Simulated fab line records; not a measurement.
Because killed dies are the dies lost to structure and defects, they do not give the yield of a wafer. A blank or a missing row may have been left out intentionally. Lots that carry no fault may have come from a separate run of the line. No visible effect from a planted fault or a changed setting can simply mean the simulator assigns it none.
fab line records    flow nand-harc
record lots=13  wafers=39  last-day=24
route steps=1159 shown P_M1@301 P_M2@318 END@1159
lots with no fault: from the same line, run without faults
start-h: hours from the record's opening day to when the first of the lot's shown wafers began    wait-h: hours elapsed since this lot's preceding step    " unchanged from the row above    L1.1+2: one row covering several wafers at once    - value missing, or start not given    * or withheld: withheld    < > ~ a bound
route shown NAME@n: a module of which the file shows steps, and the number in the route of the first    usual: average and standard deviation across the fault-free wafers    same: alike in all rows    chamber/n: place in a boat    sites: the reading at each site    _std_site: the standard deviation of these    _edge_site: inner sites' mean taken away from outer sites' mean    radius-mm: for every site, how far away it sits from the centre of the wafer    mask NAME#n: copy n    behind: the most recent tool/chamber to have shaped the wafer    hold: cause of the lot's hold/its duration in hours/its outcome    device: names the non-switching transistor (n, p or np)    end of line: tests run on the same wafers once the route is complete    where a step has no rows: the recipe by itself    killed: the dies lost at the first sort to structure and to defects; this is not the yield of the wafer    map: the dies of a wafer, with x for killed, . for not killed, _ for no die there
set.NAME: the run value of the setting; set.NAME@STEP: its run value at that earlier step    model.NAME: the simulator's own value behind a step, which no gauge read
steps of the route over a sample of lots; a table a step, a row a wafer
services: when a tool's chamber went out of use (start-h, in hours from the record's first day, below 0 if earlier), for how many hours, and the reason
## steps
# step NHARC_P_M1_CD_MEAS_16
# usual cd-nm=130.6/0.86
lot.wafer  tool       chamber  start-h  wait-h  cd-nm
L868.2     cd-sem-03  -        141.05   -       130.8
L868.3     "          -        "        "       131.4
L868.4     "          -        "        "       130.6
L869.3     cd-sem-01  -        142.04   -       130.2
L869.4     "          -        "        "       129.5
L869.6     "          -        "        "       131.1
L871.1     cd-sem-02  -        142.32   -       128.2
L871.5     "          -        "        "       130.0
L871.6     "          -        "        "       130.2
L872.1     cd-sem-01  -        147.75   -       131.1
L872.2     "          -        "        "       131.1
L872.4     "          -        "        "       130.2
L873.1     cd-sem-03  -        152.61   -       131.5
L873.2     "          -        "        "       131.1
L873.6     "          -        "        "       129.8
L874.1     cd-sem-02  -        157.50   -       130.6
L874.3     "          -        "        "       131.8
L874.6     "          -        "        "       131.9
L875.1     cd-sem-01  -        158.93   -       130.5
L875.2     "          -        "        "       130.7
L875.6     "          -        "        "       130.4
L877.1     cd-sem-02  -        191.06   -       129.0
L877.3     "          -        "        "       129.6
L877.6     "          -        "        "       130.4
L886.4     cd-sem-03  -        230.05   -       130.7
L886.5     "          -        "        "       129.8
L886.6     "          -        "        "       129.6
L887.1     cd-sem-03  -        237.21   -       130.6
L887.3     "          -        "        "       129.8
L887.4     "          -        "        "       130.6
L888.4     cd-sem-02  -        237.71   -       130.1
L888.5     "          -        "        "       130.6
L888.6     "          -        "        "       129.7
L889.1     cd-sem-02  -        255.62   -       130.6
L889.2     "          -        "        "       129.3
L889.4     "          -        "        "       129.6
L891.1     cd-sem-01  -        262.98   -       130.9
L891.2     "          -        "        "       131.2
L891.4     "          -        "        "       130.0
# step NHARC_P_M1_PVD_20
# recipe target-thk-a=50  bias-v=168.6  power-w=15000  chamber-pressure-pa=0.12  time-s=8.06  substrate-temp-c=50  material=TaN
# usual throttle-valve-pct=30.3/0.7
lot.wafer  tool            chamber  start-h  wait-h  throttle-valve-pct
L868.2     pvd-sputter-03  -        -        -       30.7
L868.4     "               -        "        "       30.5
L868.3     "               -        "        "       30.1
L869.3     pvd-sputter-01  -        -        -       30.4
L869.4     "               -        "        "       29.9
L869.6     "               -        "        "       30.1
L871.1     pvd-sputter-02  -        -        -       29.2
L871.6     "               -        "        "       29.0
L871.5     "               -        "        "       30.3
L872.4     pvd-sputter-01  -        -        -       30.3
L872.1     "               -        "        "       29.8
L872.2     "               -        "        "       30.9
L873.1     pvd-sputter-03  -        -        -       30.1
L873.2     "               -        "        "       30.9
L873.6     "               -        "        "       30.1
L874.3     pvd-sputter-03  -        -        -       30.4
L874.1     "               -        "        "       29.0
L874.6     "               -        "        "       30.2
L875.1     pvd-sputter-02  -        -        -       29.2
L875.2     "               -        "        "       29.3
L875.6     "               -        "        "       29.6
L877.1     pvd-sputter-02  -        -        -       29.3
L877.3     "               -        "        "       30.9
L877.6     "               -        "        "       29.3
L886.4     pvd-sputter-02  -        -        -       30.3
L886.6     "               -        "        "       30.3
L886.5     "               -        "        "       30.2
L887.1     pvd-sputter-03  -        -        -       30.7
L887.4     "               -        "        "       30.7
L887.3     "               -        "        "       30.0
L888.4     pvd-sputter-02  -        -        -       28.8
L888.5     "               -        "        "       30.7
L888.6     "               -        "        "       30.0
L889.2     pvd-sputter-03  -        -        -       29.9
L889.1     "               -        "        "       30.9
L889.4     "               -        "        "       28.8
L891.1     pvd-sputter-02  -        -        -       30.5
L891.4     "               -        "        "       30.4
L891.2     "               -        "        "       30.3
# step NHARC_P_M1_THK_MEAS_24
# recipe thk-meas-gauge=xrf
# usual thk-nm=158.2/1.3
lot.wafer  tool           chamber  start-h  wait-h  thk-nm
L868.2     film-metro-01  -        143.19   -       156.7
L868.3     "              -        "        "       157.4
L868.4     "              -        "        "       159.2
L869.3     film-metro-01  -        144.14   -       159.2
L869.4     "              -        "        "       158.2
L869.6     "              -        "        "       159.1
L871.1     film-metro-02  -        144.45   -       154.6
L871.5     "              -        "        "       157.7
L871.6     "              -        "        "       158.2
L872.1     film-metro-02  -        150.19   -       156.5
L872.2     "              -        "        "       160.7
L872.4     "              -        "        "       160.7
L873.1     film-metro-01  -        154.74   -       158.4
L873.2     "              -        "        "       159.5
L873.6     "              -        "        "       158.7
L874.1     film-metro-02  -        159.72   -       158.9
L874.3     "              -        "        "       157.0
L874.6     "              -        "        "       158.2
L875.1     film-metro-02  -        161.04   -       158.9
L875.2     "              -        "        "       156.1
L875.6     "              -        "        "       158.0
L877.1     film-metro-02  -        193.18   -       159.1
L877.3     "              -        "        "       160.6
L877.6     "              -        "        "       158.5
L886.4     film-metro-01  -        232.16   -       157.4
L886.5     "              -        "        "       156.0
L886.6     "              -        "        "       158.9
L887.1     film-metro-02  -        239.39   -       156.3
L887.3     "              -        "        "       158.3
L887.4     "              -        "        "       156.9
L888.4     film-metro-01  -        239.83   -       155.2
L888.5     "              -        "        "       157.7
L888.6     "              -        "        "       158.3
L889.1     film-metro-02  -        257.74   -       159.1
L889.2     "              -        "        "       155.4
L889.4     "              -        "        "       159.5
L891.1     film-metro-02  -        265.11   -       159.1
L891.2     "              -        "        "       157.8
L891.4     "              -        "        "       159.5
# step NHARC_P_M2_DEP_00
# recipe target-thk-a=1825  target-thk-nm=182.5  temp-c=withheld  pressure-torr=5  flow-sccm=200  rf-w=600  material=SiOC
# usual rf-fwd-power-W=598.6/1.8
lot.wafer  tool      chamber  start-h  wait-h  rf-fwd-power-W
L868.3     pecvd-02  1        143.94   -       599.1
L868.2     "         2        "        "       600.1
L868.4     "         2        "        "       598.8
L869.3     pecvd-02  2        144.95   -       596.1
L869.6     "         0        "        "       601.2
L869.4     "         2        "        "       597.9
L871.1     pecvd-04  2        145.37   -       597.6
L871.6     "         0        "        "       597.5
L871.5     "         1        "        "       595.4
L872.2     pecvd-02  1        150.91   -       598.6
L872.1     "         2        "        "       594.6
L872.4     "         2        "        "       597.3
L873.2     pecvd-04  1        155.52   -       596.7
L873.1     "         0        "        "       598.4
L873.6     "         1        "        "       597.5
L874.1     pecvd-01  2        160.41   -       601.6
L874.3     "         0        "        "       598.3
L874.6     "         0        "        "       595.9
L875.1     pecvd-01  2        161.74   -       598.6
L875.2     "         1        "        "       600.9
L875.6     "         0        "        "       600.8
L875.1     pecvd-01  2        162.31   -       598.6
L875.2     "         1        "        "       597.5
L875.6     "         0        "        "       598.7
L877.3     pecvd-02  2        193.91   -       594.5
L877.1     "         1        "        "       600.2
L877.6     "         0        "        "       600.3
L877.3     pecvd-02  2        194.67   -       600.4
L877.1     "         1        "        "       603.7
L877.6     "         0        "        "       599.4
L886.6     pecvd-02  2        233.00   -       598.3
L886.5     "         0        "        "       599.8
L886.4     "         1        "        "       599.1
L886.6     pecvd-02  2        233.67   -       599.0
L886.5     "         0        "        "       600.0
L886.4     "         1        "        "       600.7
L887.3     pecvd-04  0        240.38   -       600.4
L887.1     "         2        "        "       599.5
L887.4     "         0        "        "       595.2
L888.6     pecvd-02  1        240.91   -       598.4
L888.4     "         2        "        "       599.4
L888.5     "         0        "        "       597.4
L889.2     pecvd-02  1        258.48   -       599.5
L889.1     "         2        "        "       600.8
L889.4     "         2        "        "       599.9
L891.2     pecvd-02  0        265.81   -       600.0
L891.1     "         2        "        "       599.8
L891.4     "         0        "        "       595.6
# step NHARC_END_SORT_01
# recipe temp-c=25
# usual defect-limited-yield=95.2/1.6  killed-at-array=29/10  killed-at-other=0.7/1.1  killed-at-periphery=3.2/2.2  killed-dies=33/11  killed-open=3.5/1.8  killed-short=2.0/1.4  sort_bin_2_pct=1.5/0.61  sort_bin_3_pct=0.29/0.22  sort_bin_4_pct=3.1/1.1  sort-n-pass=644/11  sort-rim-yield-pct=95/3.3  sort-yield-pct=95.2/1.6
# same gross-dies=677  sort_bin_5_pct[%]=0  sort_bin_6_pct[%]=0  sort_bin_7_pct[%]=0  sort_bin_8_pct[%]=0  sort-rim-n-gross=106.00
lot.wafer  tool       chamber  start-h  wait-h  defect-limited-yield[%]  killed-at-array  killed-at-other  killed-at-periphery  killed-dies  killed-open  killed-short  sort_bin_2_pct[%]  sort_bin_3_pct[%]  sort_bin_4_pct[%]  sort-n-pass  sort-rim-yield-pct[%]  sort-yield-pct[%]
L868.2     prober-02  0        467.73   2.8     97.5                     14               0                3                    17           3            1             1.0                0.15               1.3                660          95                     97.5
L868.3     prober-02  0        468.53   3.1     96.6                     20               0                3                    23           5            5             1.0                0.44               1.9                654          98                     96.6
L868.4     prober-02  0        469.33   3.4     96.6                     17               1                5                    23           2            1             0.7                0.15               2.5                654          100                    96.6
L869.3     prober-02  0        476.34   3.1     93.5                     36               1                7                    44           6            3             2.1                0.30               4.1                633          94                     93.5
L869.4     prober-02  0        477.14   3.4     94.1                     38               0                2                    40           3            1             1.9                0.44               3.5                637          94                     94.1
L869.6     prober-02  0        478.73   4.0     93.4                     41               0                4                    45           2            1             2.2                0.30               4.1                632          97                     93.4
L873.1     prober-01  0        482.31   2.5     96.3                     23               0                2                    25           2            1             0.7                0.59               2.4                652          99                     96.3
L873.2     prober-01  0        483.11   2.8     95.9                     23               0                5                    28           3            1             1.3                0.59               2.2                649          90                     95.9
L873.6     prober-01  0        486.33   4.0     93.2                     37               0                9                    46           6            0             1.2                0.44               5.2                631          96                     93.2
L875.1     prober-02  0        482.50   2.5     0                        15               0                662                  677          4            0             98.2               0.15               1.6                0            0                      0
L875.2     prober-02  0        483.31   2.8     0                        26               0                651                  677          2            1             97.2               0.44               2.4                0            0                      0
L875.6     prober-02  0        486.55   4.1     0                        23               1                653                  677          2            0             97.3               0.30               2.4                0            0                      0
L871.1     prober-01  0        490.15   2.5     95.6                     29               0                1                    30           3            0             1.6                0.30               2.5                647          98                     95.6
L871.5     prober-01  0        493.42   3.8     93.5                     40               0                4                    44           4            4             1.9                0.59               4.0                633          93                     93.5
L871.6     prober-01  0        494.24   4.1     96.3                     23               0                2                    25           4            1             0.9                0.30               2.5                652          95                     96.3
L872.1     prober-02  0        490.32   2.5     96.5                     20               0                4                    24           3            4             0.9                0                  2.7                653          92                     96.5
L872.2     prober-02  0        491.14   2.8     94.7                     30               1                5                    36           4            4             1.5                0.44               3.4                641          98                     94.7
L872.4     prober-02  0        492.78   3.4     95.6                     26               0                4                    30           4            3             1.9                0                  2.5                647          95                     95.6
L874.1     prober-01  0        498.08   2.5     95.4                     24               3                4                    31           5            0             1.9                0.15               2.5                646          89                     95.4
L874.3     prober-01  0        499.68   3.1     94.4                     35               2                1                    38           2            4             1.6                0.44               3.5                639          94                     94.4
L874.6     prober-01  0        502.09   4.0     95.4                     26               1                4                    31           6            4             1.2                0.15               3.2                646          94                     95.4
L877.1     prober-01  0        513.67   2.5     0                        13               0                664                  677          2            2             97.5               0.44               2.1                0            0                      0
L877.3     prober-01  0        515.30   3.1     0                        8                0                669                  677          2            0             99.0               0                  1.0                0            0                      0
L877.6     prober-01  0        517.74   4.1     0                        22               0                655                  677          4            3             96.8               0.74               2.5                0            0                      0
L886.4     prober-02  0        561.07   3.4     0                        32               0                645                  677          2            3             96.2               0.15               3.7                0            0                      0
L886.5     prober-02  0        561.88   3.7     0                        38               0                639                  677          5            1             95.0               0.30               4.7                0            0                      0
L886.6     prober-02  0        562.68   4.0     0                        46               0                631                  677          3            2             95.1               0.44               4.4                0            0                      0
L887.1     prober-02  0        566.50   2.5     92.9                     47               0                1                    48           3            1             2.5                0.30               4.3                629          96                     92.9
L887.3     prober-02  0        568.08   3.1     95.3                     29               2                1                    32           3            2             1.5                0.44               2.8                645          94                     95.3
L887.4     prober-02  0        568.87   3.4     94.8                     32               2                1                    35           2            3             1.6                0.30               3.2                642          99                     94.8
L888.4     prober-01  0        568.96   3.4     94.4                     37               0                1                    38           4            3             2.7                0.15               2.8                639          93                     94.4
L888.5     prober-01  0        569.75   3.7     94.1                     39               0                1                    40           7            2             2.1                0.44               3.4                637          99                     94.1
L888.6     prober-01  0        570.54   4.0     94.2                     35               0                4                    39           6            3             1.6                0.59               3.5                638          93                     94.2
L889.1     prober-02  0        574.24   2.5     93.6                     41               0                2                    43           3            2             1.2                0.44               4.7                634          91                     93.6
L889.2     prober-02  0        575.04   2.8     92.9                     43               2                3                    48           2            2             2.1                0                  5.0                629          90                     92.9
L889.4     prober-02  0        576.63   3.4     96.2                     25               0                1                    26           2            1             1.5                0.44               1.9                651          90                     96.2
L891.1     prober-02  0        584.53   2.5     94.1                     34               2                4                    40           5            3             2.5                0.30               3.1                637          89                     94.1
L891.2     prober-02  0        585.33   2.8     91.1                     53               4                3                    60           6            3             3.4                0.74               4.7                617          93                     91.1
L891.4     prober-02  0        586.92   3.4     94.1                     34               2                4                    40           6            3             1.9                0.74               3.2                637          88                     94.1
# killed by level:class
L868.2 A_STAIRCASE:chamber-film-flake=4 A_CONTACT:chamber-film-flake=3 A_WL_FILL:chamber-film-flake=2 P_CONTACT:geometric-particle:open=1 A_STAIRCASE:geometric-particle:open=1 A_SGD_CUT:geometric-particle:open=1 A_WL_FILL:geometric-particle:short=1 P_GATE:chamber-film-flake=1
L868.3 A_WL_FILL:geometric-particle:short=3 A_M0:chamber-film-flake=3 A_CONTACT:chamber-film-flake=3 A_CONTACT:geometric-particle:open=2 P_GATE:chamber-film-flake=2 A_WL_FILL:chamber-film-flake=2 P_M0:geometric-particle:short=1 A_ONON_D1:geometric-particle:open=1
L868.4 A_CHANNEL_HOLE_D1:chamber-film-flake=6 A_STAIRCASE:chamber-film-flake=4 P_GATE:chamber-film-flake=3 A_ONON_D1:geometric-particle:open=1 A_CHANNEL_FILL_D1:geometric-particle:short=1 A_M0:geometric-particle:open=1 P_ZERO_WELL:chamber-film-flake=1 P_M1:chamber-film-flake=1
L869.3 A_CHANNEL_HOLE_D1:chamber-film-flake=14 A_SLIT:chamber-film-flake=8 P_GATE:chamber-film-flake=4 A_WL_FILL:chamber-film-flake=4 A_CHANNEL_FILL_D1:geometric-particle:open=2 A_STAIRCASE:chamber-film-flake=2 P_CONTACT:geometric-particle:open=1 A_SOURCE_PLATE:geometric-particle:open=1
L869.4 A_CHANNEL_HOLE_D1:chamber-film-flake=15 A_SLIT:chamber-film-flake=11 A_CONTACT:chamber-film-flake=4 P_GATE:chamber-film-flake=2 A_STAIRCASE:chamber-film-flake=2 A_ONON_D1:geometric-particle:short=1 A_ONON_D1:geometric-particle:open=1 A_CHANNEL_FILL_D1:geometric-particle:open=1
L869.6 A_SLIT:chamber-film-flake=16 A_CHANNEL_HOLE_D1:chamber-film-flake=13 A_CONTACT:chamber-film-flake=3 P_ZERO_WELL:chamber-film-flake=2 A_STAIRCASE:chamber-film-flake=2 A_WL_FILL:chamber-film-flake=2 A_M0:chamber-film-flake=2 A_SOURCE_PLATE:geometric-particle:open=1
L873.1 A_SLIT:chamber-film-flake=9 A_CHANNEL_HOLE_D1:chamber-film-flake=4 A_STAIRCASE:chamber-film-flake=3 A_CONTACT:geometric-particle:open=2 A_ZERO_WELL:chamber-film-flake=2 A_ONON_D1:geometric-particle:short=1 P_STI:chamber-film-flake=1 P_BONDPAD:chamber-film-flake=1
L875.1 P_M2:area-dep=660 A_CHANNEL_HOLE_D1:chamber-film-flake=10 P_CONTACT:geometric-particle:open=1 P_M1:geometric-particle:open=1 A_ONON_D1:geometric-particle:open=1 A_CHANNEL_FILL_D1:geometric-particle:open=1 A_SLIT:chamber-film-flake=1 A_STAIRCASE:chamber-film-flake=1
L873.2 A_SLIT:chamber-film-flake=9 P_BONDPAD:chamber-film-flake=4 A_CHANNEL_HOLE_D1:chamber-film-flake=3 A_STAIRCASE:chamber-film-flake=3 A_ZERO_WELL:chamber-film-flake=2 A_CONTACT:chamber-film-flake=2 A_ONON_D1:geometric-particle:open=1 A_ONON_D1:geometric-particle:short=1
L875.2 P_M2:area-dep=649 A_CHANNEL_HOLE_D1:chamber-film-flake=17 A_STAIRCASE:chamber-film-flake=4 A_CONTACT:chamber-film-flake=2 P_M2:geometric-particle:short=1 A_WL_FILL:geometric-particle:open=1 A_CONTACT:geometric-particle:open=1 P_BONDPAD:chamber-film-flake=1
L873.6 A_SLIT:chamber-film-flake=19 A_STAIRCASE:chamber-film-flake=6 P_BONDPAD:chamber-film-flake=5 A_CHANNEL_HOLE_D1:chamber-film-flake=3 A_WL_FILL:chamber-film-flake=3 P_ZERO_WELL:chamber-film-flake=2 A_CONTACT:chamber-film-flake=2 P_GATE:geometric-particle:open=1
L875.6 P_M2:area-dep=653 A_CHANNEL_HOLE_D1:chamber-film-flake=18 A_STAIRCASE:chamber-film-flake=2 A_CONTACT:chamber-film-flake=2 A_CONTACT:geometric-particle:open=1 STARTING-WAFER:geometric-particle:open=1
L871.1 A_SLIT:chamber-film-flake=11 A_STAIRCASE:chamber-film-flake=5 A_ZERO_WELL:chamber-film-flake=4 A_M1:chamber-film-flake=3 A_CHANNEL_HOLE_D1:chamber-film-flake=2 P_GATE:geometric-particle:open=1 A_CHANNEL_HOLE_D1:geometric-particle:open=1 A_M0:geometric-particle:open=1
L872.1 A_CHANNEL_HOLE_D1:chamber-film-flake=13 A_STAIRCASE:chamber-film-flake=2 A_CONTACT:chamber-film-flake=2 P_CONTACT:geometric-particle:short=1 P_CONTACT:geometric-particle:open=1 P_M1:geometric-particle:short=1 P_M2:geometric-particle:open=1 A_SOURCE_PLATE:geometric-particle:short=1
L872.2 A_CHANNEL_HOLE_D1:chamber-film-flake=16 A_STAIRCASE:chamber-film-flake=4 A_CHANNEL_HOLE_D1:geometric-particle:short=2 A_CONTACT:chamber-film-flake=2 P_M0:geometric-particle:short=1 P_M1:geometric-particle:short=1 A_SOURCE_PLATE:geometric-particle:open=1 A_CHANNEL_FILL_D1:geometric-particle:open=1
L872.4 A_CHANNEL_HOLE_D1:chamber-film-flake=11 A_CONTACT:geometric-particle:open=3 A_SLIT:chamber-film-flake=3 A_CONTACT:chamber-film-flake=3 P_BONDPAD:chamber-film-flake=2 P_CONTACT:geometric-particle:short=1 A_ONON_D1:geometric-particle:short=1 A_CHANNEL_FILL_D1:geometric-particle:open=1
L871.5 A_SLIT:chamber-film-flake=14 A_CHANNEL_HOLE_D1:chamber-film-flake=5 A_SGD_CUT:chamber-film-flake=5 A_STAIRCASE:chamber-film-flake=3 A_WL_FILL:chamber-film-flake=2 A_CONTACT:chamber-film-flake=2 A_M1:chamber-film-flake=2 P_M0:geometric-particle:short=1
L871.6 A_SLIT:chamber-film-flake=9 A_CONTACT:chamber-film-flake=3 A_ZERO_WELL:chamber-film-flake=2 A_CHANNEL_HOLE_D1:chamber-film-flake=2 A_STAIRCASE:chamber-film-flake=2 P_M0:geometric-particle:open=1 P_M1:geometric-particle:open=1 A_ONON_D1:geometric-particle:open=1
L874.1 A_SLIT:chamber-film-flake=14 A_SGD_CUT:chamber-film-flake=4 THIN_TSV:chamber-film-flake=3 A_CONTACT:geometric-particle:open=2 P_ZERO_WELL:chamber-film-flake=2 P_STI:geometric-particle:open=1 P_GATE:geometric-particle:open=1 A_WL_FILL:geometric-particle:open=1
L874.3 A_SLIT:chamber-film-flake=18 A_CHANNEL_HOLE_D1:chamber-film-flake=3 A_STAIRCASE:chamber-film-flake=3 A_CONTACT:geometric-particle:short=2 A_SGD_CUT:chamber-film-flake=2 THIN_TSV:chamber-film-flake=2 A_CHANNEL_FILL_D1:geometric-particle:short=1 A_SGD_CUT:geometric-particle:short=1
L874.6 A_SLIT:chamber-film-flake=12 A_WL_FILL:geometric-particle:short=3 A_CHANNEL_HOLE_D1:chamber-film-flake=3 A_SGD_CUT:chamber-film-flake=2 P_CONTACT:geometric-particle:short=1 P_CONTACT:geometric-particle:open=1 P_M0:geometric-particle:open=1 A_ONON_D1:geometric-particle:open=1
L877.1 P_M2:area-dep=658 P_GATE:chamber-film-flake=5 A_CONTACT:chamber-film-flake=3 A_CHANNEL_HOLE_D1:chamber-film-flake=2 A_WL_FILL:chamber-film-flake=2 A_SOURCE_PLATE:geometric-particle:short=1 A_ONON_D1:geometric-particle:open=1 A_CONTACT:geometric-particle:short=1
L877.3 P_M2:area-dep=661 P_M0:chamber-film-flake=6 P_GATE:chamber-film-flake=2 A_CHANNEL_HOLE_D1:chamber-film-flake=2 A_CONTACT:geometric-particle:open=1 A_M0:geometric-particle:open=1 A_SLIT:chamber-film-flake=1 A_CONTACT:chamber-film-flake=1
L877.6 P_M2:area-dep=650 A_CONTACT:chamber-film-flake=5 A_CHANNEL_HOLE_D1:chamber-film-flake=4 A_WL_FILL:chamber-film-flake=3 A_CONTACT:geometric-particle:open=2 A_M0:geometric-particle:open=2 P_STI:chamber-film-flake=2 P_CONTACT:chamber-film-flake=2
L886.4 P_M2:area-dep=642 A_CHANNEL_HOLE_D1:chamber-film-flake=15 A_SLIT:chamber-film-flake=10 A_CONTACT:chamber-film-flake=3 P_CONTACT:geometric-particle:open=2 P_GATE:geometric-particle:short=1 A_ONON_D1:geometric-particle:short=1 A_CONTACT:geometric-particle:short=1
L886.5 P_M2:area-dep=637 A_CHANNEL_HOLE_D1:chamber-film-flake=16 A_SLIT:chamber-film-flake=12 A_CONTACT:chamber-film-flake=4 A_CHANNEL_FILL_D1:geometric-particle:open=2 P_M2:geometric-particle:open=1 A_ONON_D1:geometric-particle:short=1 A_CONTACT:geometric-particle:open=1
L886.6 P_M2:area-dep=628 A_SLIT:chamber-film-flake=21 A_CHANNEL_HOLE_D1:chamber-film-flake=15 A_CONTACT:chamber-film-flake=4 A_CHANNEL_FILL_D1:geometric-particle:open=2 A_CHANNEL_FILL_D1:geometric-particle:short=2 P_M0:chamber-film-flake=2 A_M0:geometric-particle:open=1
L887.1 A_SLIT:chamber-film-flake=18 A_CHANNEL_HOLE_D1:chamber-film-flake=17 A_ZERO_WELL:chamber-film-flake=4 A_STAIRCASE:chamber-film-flake=2 A_CONTACT:chamber-film-flake=2 A_ONON_D1:geometric-particle:short=1 A_WL_FILL:geometric-particle:open=1 A_CONTACT:geometric-particle:open=1
L887.3 A_CHANNEL_HOLE_D1:chamber-film-flake=11 A_SLIT:chamber-film-flake=8 A_CONTACT:geometric-particle:open=3 A_ZERO_WELL:chamber-film-flake=2 A_WL_FILL:chamber-film-flake=2 THIN_TSV:chamber-film-flake=2 A_SGD_CUT:geometric-particle:short=1 A_CONTACT:geometric-particle:short=1
L887.4 A_SLIT:chamber-film-flake=18 A_CHANNEL_HOLE_D1:chamber-film-flake=7 THIN_TSV:chamber-film-flake=2 A_ONON_D1:geometric-particle:short=1 A_WL_FILL:geometric-particle:short=1 A_WL_FILL:geometric-particle:open=1 A_CONTACT:geometric-particle:open=1 A_M0:geometric-particle:short=1
L888.4 A_CHANNEL_HOLE_D1:chamber-film-flake=23 A_CONTACT:chamber-film-flake=3 A_CONTACT:geometric-particle:open=2 A_STAIRCASE:chamber-film-flake=2 A_WL_FILL:chamber-film-flake=2 P_M1:geometric-particle:open=1 A_SOURCE_PLATE:geometric-particle:short=1 A_WL_FILL:geometric-particle:short=1
L888.5 A_CHANNEL_HOLE_D1:chamber-film-flake=21 A_CONTACT:chamber-film-flake=4 A_STAIRCASE:chamber-film-flake=3 A_BLC:chamber-film-flake=3 P_M0:geometric-particle:short=1 A_ONON_D1:geometric-particle:open=1 A_CHANNEL_HOLE_D1:geometric-particle:short=1 A_CHANNEL_HOLE_D1:geometric-particle:open=1
L888.6 A_CHANNEL_HOLE_D1:chamber-film-flake=21 A_CONTACT:chamber-film-flake=3 P_M0:geometric-particle:open=2 A_STAIRCASE:chamber-film-flake=2 A_BLC:chamber-film-flake=2 P_CONTACT:geometric-particle:short=1 A_SOURCE_PLATE:geometric-particle:open=1 A_ONON_D1:geometric-particle:short=1
L889.1 A_SLIT:chamber-film-flake=15 A_CHANNEL_HOLE_D1:chamber-film-flake=13 A_SGD_CUT:chamber-film-flake=3 A_ZERO_WELL:chamber-film-flake=3 A_BLC:geometric-particle:open=2 A_CHANNEL_FILL_D1:geometric-particle:open=1 A_BLC:geometric-particle:short=1 A_BONDPAD:geometric-particle:short=1
L889.2 A_SLIT:chamber-film-flake=21 A_CHANNEL_HOLE_D1:chamber-film-flake=10 A_SGD_CUT:chamber-film-flake=4 A_CONTACT:chamber-film-flake=3 A_STAIRCASE:chamber-film-flake=2 THIN_TSV:chamber-film-flake=2 P_M0:geometric-particle:open=1 A_CHANNEL_FILL_D1:geometric-particle:short=1
L889.4 A_SLIT:chamber-film-flake=11 A_CHANNEL_HOLE_D1:chamber-film-flake=6 A_SGD_CUT:chamber-film-flake=6 P_M0:geometric-particle:open=1 A_SGD_CUT:geometric-particle:open=1 A_BONDPAD:geometric-particle:short=1
L891.1 A_SLIT:chamber-film-flake=11 A_CHANNEL_HOLE_D1:chamber-film-flake=7 A_CHANNEL_FILL_D1:chamber-film-flake=3 A_CONTACT:chamber-film-flake=3 A_BONDPAD:chamber-film-flake=3 A_WL_FILL:geometric-particle:open=2 THIN_TSV:chamber-film-flake=2 P_STI:geometric-particle:short=1
L891.2 A_SLIT:chamber-film-flake=21 A_CHANNEL_HOLE_D1:chamber-film-flake=10 A_CONTACT:chamber-film-flake=8 A_STAIRCASE:chamber-film-flake=4 THIN_TSV:chamber-film-flake=4 A_CHANNEL_FILL_D1:geometric-particle:short=2 A_CHANNEL_FILL_D1:chamber-film-flake=2 P_GATE:geometric-particle:open=1
L891.4 A_SLIT:chamber-film-flake=12 A_BONDPAD:chamber-film-flake=5 A_CONTACT:chamber-film-flake=3 A_STAIRCASE:chamber-film-flake=2 A_WL_FILL:chamber-film-flake=2 THIN_TSV:chamber-film-flake=2 P_STI:geometric-particle:open=1 P_GATE:geometric-particle:open=1
## services
tool            chamber  start-h  hours  kind
pecvd-02        -        153.20   13.0   pm
pecvd-02        0        153.20   13.0   vent-cycle
pecvd-02        1        153.20   13.0   vent-cycle
pecvd-02        2        153.20   13.0   vent-cycle
pvd-sputter-01  -        158.03   10.0   pm
pecvd-02        0        166.20   -      clean
pecvd-02        1        166.20   -      clean
pecvd-02        2        166.20   -      clean
pvd-sputter-01  -        173.50   0.9    repair
pecvd-04        2        177.51   5.0    repair
pvd-sputter-01  -        191.58   1.5    repair
pecvd-04        -        195.00   13.0   pm
pecvd-04        0        195.00   13.0   vent-cycle
pecvd-04        1        195.00   13.0   vent-cycle
pecvd-04        2        195.00   13.0   vent-cycle
pecvd-04        0        208.00   -      clean
pecvd-04        1        208.00   -      clean
pecvd-04        2        208.00   -      clean
pvd-sputter-02  -        214.02   10.0   pm
pecvd-01        -        237.40   13.0   pm
pecvd-01        0        237.40   13.0   vent-cycle
pecvd-01        1        237.40   13.0   vent-cycle
pecvd-04        -        244.85   1.2    repair
pvd-sputter-01  -        257.38   5.2    repair
## key
first-sign step=NHARC_P_M2_DEP_00  reading=visit  direction=added
effect step=NHARC_END_SORT_01  reading=killed-at-periphery  direction=up  sigmas=99+  usual=3.2  struck=652.1
more-kills-born-at NHARC_P_M2_DEP_00@pecvd-02=3876  NHARC_P_M2_DEP_00@pecvd-01=1962
met-at NHARC_P_M2_DEP_00
struck-lots L875,L877,L886
later-rows-left-out L875.1,L875.2,L875.6,L877.1,L877.3,L877.6,L886.4,L886.5,L886.6
not-acting-at NHARC_P_M1_CD_MEAS_16,NHARC_P_M1_PVD_20,NHARC_P_M1_THK_MEAS_24
fault kind=repeated-step-whole  tool=pecvd-01,pecvd-02,pecvd-04  chamber=-  onset-h=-  steps=NHARC_P_M2_DEP_00  times=1  scope=struck-lots-only
# later-rows-left-out: the simulator's readings of these wafers behind a module that went badly wrong aren't trusted and aren't shown, but for the sort
